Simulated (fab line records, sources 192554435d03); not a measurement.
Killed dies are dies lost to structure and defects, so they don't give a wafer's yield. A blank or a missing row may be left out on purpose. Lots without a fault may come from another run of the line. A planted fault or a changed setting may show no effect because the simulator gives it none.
Tool commonality check | flow n5_finfet | 8 lots, 24 wafers sampled

WHY IT WAS OPENED
At N5_BEOL_M12_THK_MEAS_50 the reading M12_THK is flagged on 2 of 8 lots. Wafers without a fault read 317 nm, standard deviation 5.3.
Rule: a lot is flagged when every wafer of it that has a number lies more than 4 standard deviations from that mean, or none has a number. The other lots count as sound.

lot  | measured     | on            | M12_THK (nm), wafer by wafer | flag
L598 | day 12 12:38 | film_metro-02 | 319 323 320                  |
L601 | day 13 05:05 | film_metro-02 | 702 715 705                  | FLAGGED
L606 | day 13 05:31 | film_metro-01 | 710 719 711                  | FLAGGED
L609 | day 14 15:56 | film_metro-02 | 321 323 318                  |
L608 | day 14 23:16 | film_metro-01 | 308 320 307                  |
L611 | day 15 06:21 | film_metro-01 | 326 312 309                  |
L610 | day 15 06:37 | film_metro-02 | 320 321 320                  |
L613 | day 16 03:44 | film_metro-01 | 316 315 317                  |
The numbers of the flagged lots are 710 nm on average: +393 nm against the usual, or +74 standard deviations.

WHICH TOOL RAN EACH LOT
The record holds 3 process steps before the reading, out of a route of 1938 steps. In each cell: the tool, then ch and the chambers that the sampled wafers went through, then the start.
lot  | flag    | N5_BEOL_M12_ETCH_38                | N5_BEOL_M12_DEGAS_41         | N5_BEOL_M12_CMP_49
L598 |         | rie_diel-05 ch 0,1,2, day 12 09:03 | pvd_sputter-02, day 12 11:28 | cmp-04 ch 0,2,3, day 12 12:25
L601 | FLAGGED | rie_diel-05 ch 2,3, day 13 03:22   | pvd_sputter-02, day 13 03:59 | cmp-04 ch 1,3, day 13 04:47
L606 | FLAGGED | rie_diel-05 ch 0,1,2, day 13 03:56 | pvd_sputter-02, day 13 04:25 | cmp-04 ch 0,1,2, day 13 05:13
L609 |         | rie_diel-02 ch 0,2, day 14 14:38   | pvd_sputter-03, day 14 14:51 | cmp-04 ch 2,3, day 14 15:41
L608 |         | rie_diel-05 ch 1,2, day 14 21:44   | pvd_sputter-02, day 14 22:11 | cmp-04 ch 1,3, day 14 23:01
L611 |         | rie_diel-02 ch 0,2, day 15 04:45   | pvd_sputter-01, day 15 05:07 | cmp-03 ch 0,2, day 15 06:03
L610 |         | rie_diel-02 ch 0,1,2, day 15 04:52 | pvd_sputter-02, day 15 05:09 | cmp-04 ch 0,1,2, day 15 06:24
L613 |         | rie_diel-06 ch 0,2, day 16 02:08   | pvd_sputter-01, day 16 02:39 | cmp-04 ch 1,2, day 16 03:27
What these steps do:
- N5_BEOL_M12_ETCH_38: etches SiCN in CF4/N2, target depth 68.7 nm, time 73.4 s.
- N5_BEOL_M12_DEGAS_41: time 60 s.
- N5_BEOL_M12_CMP_49: polishes, stops on SiOC, t overpolish 20.6 s, target thk 320 nm.
- N5_BEOL_M12_THK_MEAS_50: measures by xrf.

FLAGGED OVER TOTAL, TOOL BY TOOL (the gauges that took the reading come last)
step                    | tool           | lots run | flagged | share of the flagged lots | sound lots run after its first flagged lot
N5_BEOL_M12_ETCH_38     | rie_diel-02    | 3        | 0       | none                      | -
N5_BEOL_M12_ETCH_38     | rie_diel-05    | 4        | 2       | all                       | 1 (L608)
N5_BEOL_M12_ETCH_38     | rie_diel-06    | 1        | 0       | none                      | -
N5_BEOL_M12_DEGAS_41    | pvd_sputter-01 | 2        | 0       | none                      | -
N5_BEOL_M12_DEGAS_41    | pvd_sputter-02 | 5        | 2       | all                       | 2 (L608,L610)
N5_BEOL_M12_DEGAS_41    | pvd_sputter-03 | 1        | 0       | none                      | -
N5_BEOL_M12_CMP_49      | cmp-03         | 1        | 0       | none                      | -
N5_BEOL_M12_CMP_49      | cmp-04         | 7        | 2       | all                       | 4 (L609,L608,L610,L613)
N5_BEOL_M12_THK_MEAS_50 | film_metro-01  | 4        | 1       | some                      | 3 (L608,L611,L613)
N5_BEOL_M12_THK_MEAS_50 | film_metro-02  | 4        | 1       | some                      | 2 (L609,L610)

WHAT THE TABLE ALLOWS
3 rows of the table ran every flagged lot: rie_diel-05 at N5_BEOL_M12_ETCH_38, pvd_sputter-02 at N5_BEOL_M12_DEGAS_41, cmp-04 at N5_BEOL_M12_CMP_49.
- rie_diel-05 at N5_BEOL_M12_ETCH_38: 2 of its 4 lots flagged. Sound lots ran on it after the first flagged one (L608), which a lasting fault on the whole tool wouldn't allow.
- pvd_sputter-02 at N5_BEOL_M12_DEGAS_41: 2 of its 5 lots flagged. Sound lots ran on it after the first flagged one (L608, L610), which a lasting fault on the whole tool wouldn't allow.
- cmp-04 at N5_BEOL_M12_CMP_49: 2 of its 7 lots flagged. Sound lots ran on it after the first flagged one (L609, L608, L610, L613), which a lasting fault on the whole tool wouldn't allow. On the flagged lots its readings are blank where sound lots have values: barrier_field_endpoint_s, clearing_platen_down_force_psi, motor_current_A, overpolish_run_s and 1 more.
No row of the table ran every flagged lot and no sound lot after the first.

WHAT THE SIMULATOR HAD PUT IN
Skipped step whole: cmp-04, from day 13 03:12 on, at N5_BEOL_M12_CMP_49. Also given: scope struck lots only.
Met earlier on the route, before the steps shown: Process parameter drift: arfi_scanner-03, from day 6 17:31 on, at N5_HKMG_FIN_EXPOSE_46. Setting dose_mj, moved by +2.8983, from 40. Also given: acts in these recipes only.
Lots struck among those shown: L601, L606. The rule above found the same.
